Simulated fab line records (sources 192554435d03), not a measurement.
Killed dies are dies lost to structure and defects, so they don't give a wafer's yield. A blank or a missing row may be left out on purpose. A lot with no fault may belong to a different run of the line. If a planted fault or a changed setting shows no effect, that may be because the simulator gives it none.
fab line records    flow n5-finfet
[record] lots = 7  wafers = 21
route steps=1938 shown BEOL_M7@1299 BEOL_M8@1349 BEOL_M9@1407 BEOL_M10@1495 BEOL_M11@1539 BEOL_M13@1694
start-h: hours from the record's opening day to when the first of the lot's shown wafers began    wait-h: how many hours have passed since the lot's step before this one    " identical to the entry in the row above    L1.1+2: several wafers, shown together as one row    - no value, or no start given    * or withheld: withheld    < > ~ a bound
route shown NAME@n: names a module that has steps shown in the file, with the first one's number in the route    usual: mean and standard deviation over wafers with no fault    same: alike in all rows    chamber/n: place in a boat    sites: each site's reading    _std_site: how widely they spread, as a standard deviation    _edge_site: outer sites' mean less inner sites'    radius-mm: for every site, how far away it sits from the centre of the wafer    mask NAME#n: copy n    behind: tool/chamber where the wafer was last shaped    hold: why the lot was held/for how many hours/how that ended    device: names the non-switching transistor (n, p or np)    end of line: the tests these same wafers got at the end of their route    where a step has no rows: the recipe by itself    killed: count of dies lost to structure and defects at first sort (not the wafer's yield)    map: dies across one wafer; x = killed, . = not, _ = none there
set.NAME: setting as actually run; set.NAME@STEP: the setting as run at that earlier step    model.NAME: the simulator's own value behind a step, which no gauge read
one table per step and one row per wafer, for lots whose settings were changed on purpose
[[steps]]
[step N5_BEOL_M7_DESCUM_33]
[recipe] chemistry = O2  time-s = 7  source-power-w = 50  bias-power-w = 20  pressure-mtorr = 20  rf-frequency-hz = 2.712e+07  temp-c = 40  resist = CAR-EUV  o2-flow-sccm = 225
lot.wafer   tool         chamber  start-h  wait-h  set.time-s
L075.1+4    rie-diel-06  2,3      203.38   0.0     7
L075.2      "            1        "        "       7.436
L082.2+3+5  rie-diel-06  1,3,0    250.00   0.0     7
L085.4+5+6  rie-diel-04  2,1,0    258.17   0.3     7
L086.2+3+4  rie-diel-04  0,2,3    275.33   0.0     8.413
L087.1+2    rie-diel-06  3,2      285.00   0.3     7
L087.6      "            1        "        "       6.322
L089.1+2+4  rie-diel-06  3,0,1    306.43   0.3     7
L091.1+4+6  rie-diel-02  3,1,0    318.46   0.0     7
[step N5_BEOL_M7_ETCH_72]
[recipe] chemistry = N2/H2  target = underlayer  target-depth-a = 65  mask-material = CAR-EUV  time-s = 5.2  ion-energy-ev = 200  pressure-mtorr = 30  source-w = 840  bias-w = 150  n2-flow-sccm = 200  h2-flow-sccm = 200  ends = cleared
lot.wafer  tool         chamber  start-h  wait-h  set.spin-rpm@BEOL_M7_COAT_71  model.etch.depth-nm
L075.1     rie-diel-06  2        203.41   0.0     1500                          5
L075.2     "            1        "        "       1500                          5.002
L075.4     "            3        "        "       1500                          4.992
L082.2     rie-diel-06  1        250.04   0.0     1374                          5.22
L082.3     "            3        "        "       1500                          5.002
L082.5     "            0        "        "       1374                          5.208
L085.4     rie-diel-04  2        258.19   0.0     1500                          5.006
L085.5     "            1        "        "       1500                          5.01
L085.6     "            0        "        "       1500                          5.017
L086.2     rie-diel-04  0        275.36   0.0     1374                          5.213
L086.3     "            2        "        "       1500                          4.994
L086.4     "            3        "        "       1374                          5.232
L087.1     rie-diel-06  3        285.04   0.0     1500                          5.009
L087.2     "            2        "        "       1554                          4.941
L087.6     "            1        "        "       1500                          5.008
L089.1     rie-diel-06  3        306.47   0.0     1500                          5.032
L089.2     "            0        "        "       1500                          5.019
L089.4     "            1        "        "       1500                          5.015
L091.1     rie-diel-02  3        318.50   0.0     1500                          5.011
L091.4     "            1        "        "       1500                          4.994
L091.6     "            0        "        "       1500                          4.997
[step N5_BEOL_M8_ETCH_61]
[recipe] chemistry = CF4  target = SiARC  target-depth-a = 455  mask-material = CAR-ArF  time-s = 75.8  ion-energy-ev = 80  pressure-mtorr = 40  source-w = 545  bias-w = 36  Ar_flow_sccm = 100  cf4-flow-sccm = 100  ends = cleared
[usual] rf-vpp-V = 184.0/1.2
lot.wafer  tool         chamber  start-h  wait-h  set.bias-w  rf-vpp-V
L075.1     rie-diel-03  0        209.00   0.0     40.5        199.9
L075.2     "            1        "        "       40.5        197.3
L075.4     "            2        "        "       40.5        199.4
L082.2     rie-diel-05  1        254.63   0.0     32.81       172.5
L082.3     "            2        "        "       32.81       171.4
L082.5     "            3        "        "       36          183.9
L085.4     rie-diel-01  2        264.21   0.0     36          185.2
L085.5     "            2        "        "       36          185.6
L085.6     "            1        "        "       37.97       191.0
L086.2     rie-diel-01  0        284.67   0.0     36          184.1
L086.3     "            1        "        "       36          186.1
L086.4     "            2        "        "       32.66       175.2
L087.1     rie-diel-05  1        293.62   0.0     36          184.0
L087.2     "            2        "        "       31          165.3
L087.6     "            1        "        "       36          183.9
L089.1     rie-diel-01  0        314.70   0.0     36          185.5
L089.2     "            2        "        "       36          186.5
L089.4     "            3        "        "       36          184.4
L091.1     rie-diel-03  3        325.47   0.0     36          182.0
L091.4     "            1        "        "       36          183.3
L091.6     "            1        "        "       41.57       200.8
[step N5_BEOL_M8_ETCH_62]
[recipe] chemistry = N2/H2  target = SOC  target-depth-a = 1100  overetch-a = 220  mask-material = SiARC  temp-c = 40  time-s = 165  ion-energy-ev = 200  pressure-mtorr = 30  source-w = 840  bias-w = 150  n2-flow-sccm = 200  h2-flow-sccm = 200
[usual] rf-vpp-V = 524.0/2.7
lot.wafer  tool         chamber  start-h  wait-h  set.source-w  rf-vpp-V
L075.1     rie-diel-03  0        209.06   0.0     840           527.7
L075.2     "            1        "        "       840           523.0
L075.4     "            2        "        "       840           523.8
L082.2     rie-diel-05  1        254.69   0.0     840           522.9
L082.3     "            2        "        "       840           520.6
L082.5     "            3        "        "       840           526.9
L085.4     rie-diel-01  2        264.26   0.0     772.8         543.1
L085.5     "            2        "        "       772.8         545.5
L085.6     "            1        "        "       772.8         541.1
L086.2     rie-diel-01  0        284.72   0.0     840           525.3
L086.3     "            1        "        "       779.2         539.7
L086.4     "            2        "        "       779.2         541.6
L087.1     rie-diel-05  1        293.68   0.0     840           524.8
L087.2     "            2        "        "       715.5         550.0
L087.6     "            1        "        "       715.5         551.6
L089.1     rie-diel-01  0        314.76   0.0     840           525.6
L089.2     "            2        "        "       840           526.4
L089.4     "            3        "        "       840           521.4
L091.1     rie-diel-03  3        325.52   0.0     789.6         531.2
L091.4     "            1        "        "       789.6         532.8
L091.6     "            1        "        "       840           523.9
[step N5_BEOL_M9_COAT_60]
[recipe] resist = SiARC  temp-c = 220  time-s = 60  spin-rpm = 1500  resist-thk-nm = 30
lot.wafer   tool            chamber  start-h  wait-h  set.spin-rpm  model.SiARC_of_BEOL_M9_COAT_60.thk-nm
L075.1      litho-track-02  0        -        -       1500          30
L075.2+4    "               0        "        "       1343          31.8
L082.2+3+5  litho-track-04  0        -        -       1500          30
L085.4+5    litho-track-03  0        -        -       1500          30
L085.6      "               0        "        "       1652          28.6
L086.2+3    litho-track-04  0        -        -       1500          30
L086.4      "               0        "        "       1388          31.2
L087.1+2    litho-track-03  0        -        -       1576          29.2
L087.6      "               0        "        "       1500          29.8
L089.1+2+4  litho-track-04  0        -        -       1500          29.8
L091.1      litho-track-02  0        -        -       1500          30
L091.4+6    "               0        "        "       1409          30.8
[step N5_BEOL_M9_EXPOSE_08]
[recipe] mask-id = M9  na = 1.35  source-shape = dipole  sigma-inner = 0.411  sigma-outer = 0.611  polarization = te  dose-mj = 53.75
lot.wafer   tool             chamber  start-h  wait-h  mask  set.dose-mj
L075.1+4    arfi-scanner-01  0        218.05   -       M9#0  53.75
L075.2      "                0        "        "       M9#0  56.02
L082.2+3+5  arfi-scanner-02  0        265.18   -       M9#0  53.75
L085.4+5+6  arfi-scanner-03  0        275.87   -       M9#0  53.75
L086.2      arfi-scanner-03  0        293.36   -       M9#0  51.33
L086.3+4    "                0        "        "       M9#0  53.75
L087.1+2    arfi-scanner-01  0        303.96   -       M9#0  55.04
L087.6      "                0        "        "       M9#0  53.75
L089.1+2+4  arfi-scanner-03  0        325.56   -       M9#0  53.75
L091.1+4+6  arfi-scanner-03  0        337.05   -       M9#0  52.31
[step N5_BEOL_M9_PEB_09]
[recipe] peb-temp-c = withheld  peb-time-s = 60  resist = CAR-ArF
[step N5_BEOL_M9_DEVELOP_10]
[recipe] develop-time-s = 30  developer = TMAH  resist = CAR-ArF  rinse-liquid = diw  dry = air-spin  dev-temp-c = 23
[step N5_BEOL_M9_CD_MEAS_11]
[recipe] target-cd-nm = 64.1  landing-energy-ev = 500  detector = se-inlens  polarity = opening
[usual] cd-nm = 64.2/0.69
lot.wafer  tool       chamber  start-h  wait-h  set.dose-mj@BEOL_M9_EXPOSE_08  cd-nm
L075.1     cd-sem-01  0        218.18   -       53.75                          64.0
L075.2     "          0        "        "       56.02                          67.1
L075.4     "          0        "        "       53.75                          64.2
L082.2     cd-sem-01  0        265.31   -       53.75                          63.1
L082.3     "          0        "        "       53.75                          64.0
L082.5     "          0        "        "       53.75                          63.7
L085.4     cd-sem-01  0        275.98   -       53.75                          64.2
L085.5     "          0        "        "       53.75                          64.7
L085.6     "          0        "        "       53.75                          63.6
L086.2     cd-sem-02  0        293.48   -       51.33                          60.5
L086.3     "          0        "        "       53.75                          63.2
L086.4     "          0        "        "       53.75                          63.1
L087.1     cd-sem-02  0        304.09   -       55.04                          65.2
L087.2     "          0        "        "       55.04                          65.0
L087.6     "          0        "        "       53.75                          64.4
L089.1     cd-sem-01  0        325.68   -       53.75                          62.5
L089.2     "          0        "        "       53.75                          63.5
L089.4     "          0        "        "       53.75                          63.6
L091.1     cd-sem-01  0        337.18   -       52.31                          61.5
L091.4     "          0        "        "       52.31                          62.2
L091.6     "          0        "        "       52.31                          62.5
[step N5_BEOL_M9_DESCUM_16]
[recipe] chemistry = O2  time-s = 7.9  source-power-w = 50  bias-power-w = 20  pressure-mtorr = 20  rf-frequency-hz = 2.712e+07  temp-c = 40  resist = CAR-ArF  o2-flow-sccm = 225
[step N5_BEOL_M9_ETCH_61]
[recipe] chemistry = CF4  target = SiARC  target-depth-a = 390  mask-material = CAR-ArF  time-s = 65  ion-energy-ev = 80  pressure-mtorr = 40  source-w = 545  bias-w = 36  Ar_flow_sccm = 100  cf4-flow-sccm = 100  ends = cleared
lot.wafer  tool         chamber  start-h  wait-h  set.spin-rpm@BEOL_M9_COAT_60  model.etch.depth-nm  model.CAR-ArF_of_BEOL_M9_COAT_05.thk-nm
L075.1     rie-diel-06  2        218.30   0.0     1500                          30.07                55.4
L075.2     "            0        "        "       1343                          31.74                54
L075.4     "            1        "        "       1343                          31.81                54
L082.2     rie-diel-04  2        265.43   0.0     1500                          29.94                55.8
L082.3     "            1        "        "       1500                          29.94                56
L082.5     "            3        "        "       1500                          30                   55.8
L085.4     rie-diel-06  0        276.10   0.0     1500                          29.99                56
L085.5     "            0        "        "       1500                          29.93                55.8
L085.6     "            3        "        "       1652                          28.51                57.2
L086.2     rie-diel-04  1        293.60   0.0     1500                          29.94                55.8
L086.3     "            0        "        "       1500                          29.93                55.6
L086.4     "            2        "        "       1388                          31.2                 54.6
L087.1     rie-diel-02  3        304.21   0.0     1576                          29.26                56.2
L087.2     "            1        "        "       1576                          29.18                56.4
L087.6     "            0        "        "       1500                          29.88                55.4
L089.1     rie-diel-02  3        325.81   0.0     1500                          29.78                55.8
L089.2     "            1        "        "       1500                          29.86                56
L089.4     "            0        "        "       1500                          29.8                 56
L091.1     rie-diel-02  1        337.30   0.0     1500                          29.9                 55.6
L091.4     "            0        "        "       1409                          30.86                54.6
L091.6     "            2        "        "       1409                          30.82                54.8
[step N5_BEOL_M10_COAT_64]
[recipe] resist = SiARC  temp-c = 220  time-s = 60  spin-rpm = 1500  resist-thk-nm = 30
lot.wafer   tool            chamber  start-h  wait-h  set.spin-rpm  model.SiARC_of_BEOL_M10_COAT_64.thk-nm
L075.1+2    litho-track-05  0        -        -       1500          30
L075.4      "               0        "        "       1589          29.2
L082.2      litho-track-05  0        -        -       1500          30.2
L082.3+5    "               0        "        "       1500          30
L085.4      litho-track-02  0        -        -       1639          28.8
L085.5      "               0        "        "       1500          30.2
L085.6      "               0        "        "       1500          30
L086.2      litho-track-02  0        -        -       1500          29.8
L086.3      "               0        "        "       1439          30.6
L086.4      "               0        "        "       1500          30
L087.1      litho-track-05  0        -        -       1648          28.6
L087.2      "               0        "        "       1500          30
L087.6      "               0        "        "       1648          28.8
L089.1+2+4  litho-track-01  0        -        -       1500          30
L091.1+4    litho-track-05  0        -        -       1500          30
L091.6      "               0        "        "       1377          31.4
[step N5_BEOL_M10_DEVELOP_27]
[recipe] develop-time-s = 30  developer = TMAH  resist = CAR-ArF  rinse-liquid = diw  dry = air-spin  dev-temp-c = 23
lot.wafer   tool            chamber  start-h  wait-h  set.develop-time-s
L075.1+4    litho-track-01  0        -        -       33.64
L075.2      "               0        "        "       30
L082.2      litho-track-02  0        -        -       25.75
L082.3+5    "               0        "        "       30
L085.4      litho-track-01  0        -        -       30
L085.5+6    "               0        "        "       33.56
L086.2+3+4  litho-track-01  0        -        -       30
L087.1+2+6  litho-track-01  0        -        -       30
L089.1+2+4  litho-track-02  0        -        -       30
L091.1      litho-track-05  0        -        -       30
L091.4+6    "               0        "        "       24.23
[step N5_BEOL_M10_DESCUM_33]
[recipe] chemistry = O2  time-s = 7.9  source-power-w = 50  bias-power-w = 20  pressure-mtorr = 20  rf-frequency-hz = 2.712e+07  temp-c = 40  resist = CAR-ArF  o2-flow-sccm = 225
[step N5_BEOL_M10_ETCH_65]
[recipe] chemistry = CF4  target = SiARC  target-depth-a = 390  mask-material = CAR-ArF  time-s = 65  ion-energy-ev = 80  pressure-mtorr = 40  source-w = 545  bias-w = 36  Ar_flow_sccm = 100  cf4-flow-sccm = 100  ends = cleared
lot.wafer  tool         chamber  start-h  wait-h  set.spin-rpm@BEOL_M10_COAT_64  model.etch.depth-nm  model.CAR-ArF_of_BEOL_M10_COAT_22.thk-nm
L075.1     rie-diel-01  3        227.49   0.0     1500                           29.91                56
L075.2     "            0        "        "       1500                           30.05                56
L075.4     "            1        "        "       1589                           29.15                56.2
L082.2     rie-diel-03  1        278.68   0.0     1500                           30.12                56
L082.3     "            3        "        "       1500                           30.06                55.6
L082.5     "            2        "        "       1500                           30.03                56
L085.4     rie-diel-03  0        287.72   0.0     1639                           28.84                56.6
L085.5     "            1        "        "       1500                           30.11                55
L085.6     "            2        "        "       1500                           30.04                55.2
L086.2     rie-diel-03  1        306.21   0.0     1500                           29.88                56
L086.3     "            2        "        "       1439                           30.54                55.4
L086.4     "            0        "        "       1500                           29.95                55.8
L087.1     rie-diel-01  1        318.17   0.0     1648                           28.6                 57.4
L087.2     "            2        "        "       1500                           29.97                56
L087.6     "            3        "        "       1648                           28.73                57.4
L089.1     rie-diel-01  2        336.16   0.0     1500                           29.92                55.4
L089.2     "            0        "        "       1500                           30.07                55.2
L089.4     "            3        "        "       1500                           30.06                55.6
L091.1     rie-diel-03  3        344.90   0.0     1500                           30.07                55.8
L091.4     "            1        "        "       1500                           30.06                55.8
L091.6     "            1        "        "       1377                           31.34                55
[step N5_BEOL_M10_ETCH_66]
[recipe] chemistry = N2/H2  target = SOC  target-depth-a = 1200  overetch-a = 240  mask-material = SiARC  temp-c = 40  time-s = 180  ion-energy-ev = 200  pressure-mtorr = 30  source-w = 840  bias-w = 150  n2-flow-sccm = 200  h2-flow-sccm = 200
lot.wafer  tool         chamber  start-h  wait-h  set.spin-rpm@BEOL_M10_COAT_64  model.SiARC_of_BEOL_M10_COAT_64.thk-nm
L075.1     rie-diel-01  3        227.54   0.0     1500                           23
L075.2     "            0        "        "       1500                           22.8
L075.4     "            1        "        "       1589                           21.8
L082.2+3   rie-diel-03  1,3      278.73   0.0     1500                           22.6
L082.5     "            2        "        "       1500                           22.8
L085.4     rie-diel-03  0        287.77   0.0     1639                           21.8
L085.5     "            1        "        "       1500                           22.6
L085.6     "            2        "        "       1500                           22.8
L086.2     rie-diel-03  1        306.26   0.0     1500                           22.2
L086.3     "            2        "        "       1439                           23.4
L086.4     "            0        "        "       1500                           22.8
L087.1     rie-diel-01  1        318.22   0.0     1648                           21.4
L087.2     "            2        "        "       1500                           22.6
L087.6     "            3        "        "       1648                           21.8
L089.1     rie-diel-01  2        336.21   0.0     1500                           22.4
L089.2     "            0        "        "       1500                           22.6
L089.4     "            3        "        "       1500                           23
L091.1     rie-diel-03  3        344.95   0.0     1500                           22.8
L091.4     "            1        "        "       1500                           22.6
L091.6     "            1        "        "       1377                           23.8
[step N5_BEOL_M11_PECVD_70]
[recipe] material = SiO2  target-thk-a = 200  temp-c = 400  precursor = TEOS/O2  pressure-torr = 5.5  rf-w = 450  teos-flow-sccm = 53.8  gas = O2  flow-sccm = 3000  time-s = 22.7
lot.wafer  tool      chamber  start-h  wait-h  set.time-s  model.SiO2_of_BEOL_M11_PECVD_70.thk-nm
L075.1     pecvd-04  0        231.09   0.0     26.06       22.8
L075.2     "         1        "        "       22.7        20
L075.4     "         0        "        "       22.7        20.4
L082.2     pecvd-04  2        286.23   0.0     20.01       17.6
L082.3     "         0        "        "       20.01       17.4
L082.5     "         1        "        "       22.7        20.4
L085.4     pecvd-01  1        294.20   0.1     24.33       21
L085.5     "         0        "        "       22.7        19.8
L085.6     "         2        "        "       24.33       20.8
L086.2     pecvd-02  1        312.95   0.0     22.7        19.6
L086.3     "         2        "        "       21.11       18.6
L086.4     "         1        "        "       21.11       18.4
L087.1     pecvd-02  1        321.85   0.0     22.7        19.6
L087.2     "         2        "        "       19.89       17.4
L087.6     "         2        "        "       19.89       17.8
L089.1     pecvd-04  0        339.77   0.0     22.7        20
L089.2     "         1        "        "       22.7        20.2
L089.4     "         1        "        "       22.7        20.6
L091.1     pecvd-02  1        349.35   0.0     22.7        19.4
L091.4+6   "         0,2      "        "       24.95       21.8
[step N5_BEOL_M11_DEP_56]
[recipe] material = SiCN  target-thk-a = 300  temp-c = withheld  precursor = 3MS/NH3  pressure-torr = 3  rf-w = 675  time-s = 10.5
lot.wafer  tool      chamber  start-h  wait-h  set.time-s  model.SiCN_of_BEOL_M11_DEP_56.thk-nm
L075.1     pecvd-02  2        240.14   0.0     9.296       26.4
L075.2     "         0        "        "       9.296       26.6
L075.4     "         2        "        "       10.5        30.4
L082.2     pecvd-04  0        294.14   0.0     10.5        30
L082.3     "         2        "        "       10.5        29.2
L082.5     "         0        "        "       10.5        30.2
L085.4     pecvd-04  2        301.82   0.0     10.5        29.8
L085.5     "         1        "        "       9.017       26
L085.6     "         0        "        "       9.017       25.8
L086.2     pecvd-04  2        321.14   0.0     10.5        30
L086.3     "         0        "        "       9.01        25.4
L086.4     "         1        "        "       9.01        26
L087.1     pecvd-04  0        327.36   0.0     10.5        29.2
L087.2     "         2        "        "       10.5        29.8
L087.6     "         0        "        "       10.5        30
L089.1+4   pecvd-01  0,1      346.03   0.0     10.5        30
L089.2     "         2        "        "       10.5        29.6
L091.1     pecvd-02  2        355.69   0.0     10.5        30
L091.4     "         0        "        "       10.5        29.6
L091.6     "         0        "        "       10.5        29.8
[step N5_BEOL_M13_ETCH_68]
[recipe] chemistry = N2/H2  target = SOC  mask-material = SiARC  source-w = 3000  bias-w = 350  temp-c = 40  time-s = 355  ion-energy-ev = 200  pressure-mtorr = 30  n2-flow-sccm = 200  h2-flow-sccm = 200
lot.wafer  tool         chamber  start-h  wait-h  set.time-s  model.SiARC_of_BEOL_M13_COAT_66.thk-nm
L075.1     rie-diel-02  0        249.71   0.1     379.1       74.2
L075.2     "            2        "        "       379.1       73.6
L075.4     "            1        "        "       355         77.2
L082.2     rie-diel-02  2        302.70   0.1     355         76.2
L082.3     "            1        "        "       355         75.8
L082.5     "            2        "        "       355         76.4
L085.4+5   rie-diel-06  0        314.63   0.1     302.2       82.2
L085.6     "            3        "        "       355         77.4
L086.2     rie-diel-06  2        334.44   0.1     355         77
L086.3     "            1        "        "       355         76.2
L086.4     "            0        "        "       425.8       70.6
L087.1     rie-diel-02  3        334.85   0.1     355         77.4
L087.2     "            0        "        "       355         77
L087.6     "            1        "        "       355         75.8
L089.1     rie-diel-04  0        352.11   0.1     355         78
L089.2     "            3        "        "       355         76.6
L089.4     "            0        "        "       355         78.4
L091.1     rie-diel-06  2        366.94   0.1     355         77.2
L091.4     "            0        "        "       312.2       81.2
L091.6     "            2        "        "       355         77
[[key]]
[split] step = N5_BEOL_M7_DESCUM_33  setting = time-s  stated = 7  by = wafer
response none clear
[split] step = N5_BEOL_M8_ETCH_61  setting = bias-w  stated = 36  by = wafer
[response] step = N5_BEOL_M8_ETCH_61  reading = rf-vpp-V  change = +1.23  per = 1%  r = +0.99
[split] step = N5_BEOL_M8_ETCH_62  setting = source-w  stated = 840  by = wafer
[response] step = N5_BEOL_M8_ETCH_62  reading = rf-vpp-V  change = -1.77  per = 1%  r = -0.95
[split] step = N5_BEOL_M9_COAT_60  setting = spin-rpm  stated = 1500  by = wafer
[response] step = N5_BEOL_M9_COAT_60  reading = model.SiARC_of_BEOL_M9_COAT_60.thk-nm  change = -0.151  per = 1%  r = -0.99
[response] step = N5_BEOL_M9_ETCH_61  reading = model.etch.depth-nm  change = -0.155  per = 1%  r = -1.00
[response] step = N5_BEOL_M9_ETCH_61  reading = model.CAR-ArF_of_BEOL_M9_COAT_05.thk-nm  change = +0.139  per = 1%  r = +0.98
[split] step = N5_BEOL_M9_EXPOSE_08  setting = dose-mj  stated = 53.75  by = wafer
[response] step = N5_BEOL_M9_CD_MEAS_11  reading = cd-nm  change = +0.595  per = 1%  r = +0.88
[split] step = N5_BEOL_M10_COAT_64  setting = spin-rpm  stated = 1500  by = wafer
[response] step = N5_BEOL_M10_COAT_64  reading = model.SiARC_of_BEOL_M10_COAT_64.thk-nm  change = -0.145  per = 1%  r = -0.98
[response] step = N5_BEOL_M10_ETCH_65  reading = model.etch.depth-nm  change = -0.14  per = 1%  r = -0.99
[response] step = N5_BEOL_M10_ETCH_65  reading = model.CAR-ArF_of_BEOL_M10_COAT_22.thk-nm  change = +0.124  per = 1%  r = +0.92
[response] step = N5_BEOL_M10_ETCH_66  reading = model.SiARC_of_BEOL_M10_COAT_64.thk-nm  change = -0.124  per = 1%  r = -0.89
[split] step = N5_BEOL_M10_DEVELOP_27  setting = develop-time-s  stated = 30  by = wafer
response none clear
[split] step = N5_BEOL_M11_PECVD_70  setting = time-s  stated = 22.7  by = wafer
[response] step = N5_BEOL_M11_PECVD_70  reading = model.SiO2_of_BEOL_M11_PECVD_70.thk-nm  change = +0.193  per = 1%  r = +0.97
[split] step = N5_BEOL_M11_DEP_56  setting = time-s  stated = 10.5  by = wafer
[response] step = N5_BEOL_M11_DEP_56  reading = model.SiCN_of_BEOL_M11_DEP_56.thk-nm  change = +0.302  per = 1%  r = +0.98
[split] step = N5_BEOL_M13_ETCH_68  setting = time-s  stated = 355  by = wafer
[response] step = N5_BEOL_M13_ETCH_68  reading = model.SiARC_of_BEOL_M13_COAT_66.thk-nm  change = -0.324  per = 1%  r = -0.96
split outside-this-file step=N5_BEOL_M7_COAT_71 setting=spin-rpm
// split outside-this-file: this setting was split too, and the file shows its column; the key of that split is in another file
